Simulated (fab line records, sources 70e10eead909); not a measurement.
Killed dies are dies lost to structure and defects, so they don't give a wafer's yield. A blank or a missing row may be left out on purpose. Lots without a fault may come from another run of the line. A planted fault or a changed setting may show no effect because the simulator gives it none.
One fault seen from 2 desks | flow nand_harc | each desk has only its own numbers; what lay behind them comes last

THE TOOL OWNER'S DESK: cvd_w-01
The tool's own readings at NHARC_A_BLC_CVD_24 (deposits W, target thk 150 nm, time 434 s): means of the sampled wafers that have a number, for each lot that ran on this tool. A lot is out of limits, marked OUT, if its mean lies more than 4 standard deviations from the usual mean; the brackets give that distance.
Columns: A = heater_power_w at NHARC_A_BLC_CVD_24, usual 452 W; B = mfc_h2_sccm at NHARC_A_BLC_CVD_24, usual 1600 sccm; C = throttle_valve_pct at NHARC_A_BLC_CVD_24, usual 7.96 %
lot  | first seen here | A   | B    | C
L210 | day 23 12:43    | 408 | 1597 | 8.13
L216 | day 25 15:02    | 414 | 1595 | 8.08
L218 | day 26 13:45    | 398 | 1599 | 7.96
L223 | day 28 10:40    | 382 | 1603 | 7.87
L226 | day 29 01:14    | 413 | 1599 | 8.16
This desk's finding: nothing out of limits on any of the 5 lots.

THE METROLOGY DESK
What the gauges read, lot by lot, whatever tool the lot ran on: means of the sampled wafers that have a number. A lot is out of limits, marked OUT, if its mean lies more than 4 standard deviations from the usual mean; the brackets give that distance.
Columns: A = cd_nm at NHARC_THIN_TSV_CD_MEAS_12, usual 999.4 nm
lot  | first seen here | A
L209 | day 23 16:51    | 999.2
L210 | day 24 14:26    | 998.7
L212 | day 24 15:38    | 998.0
L211 | day 25 04:23    | 1000.3
L214 | day 25 07:38    | 1000.5
L215 | day 26 13:46    | 999.9
L216 | day 26 14:58    | 998.1
L218 | day 28 07:16    | 998.4
L223 | day 29 11:59    | 998.7
L226 | day 30 05:14    | 999.0
L230 | day 31 13:11    | 998.4
L231 | day 33 17:11    | 999.3
L232 | day 33 22:58    | 999.8
This desk's finding: nothing out of limits on any of the 13 lots.

PUT TOGETHER
The tool owner's desk saw nothing out of limits.
The metrology desk saw nothing out of limits.

WHAT THE SIMULATOR HAD PUT IN
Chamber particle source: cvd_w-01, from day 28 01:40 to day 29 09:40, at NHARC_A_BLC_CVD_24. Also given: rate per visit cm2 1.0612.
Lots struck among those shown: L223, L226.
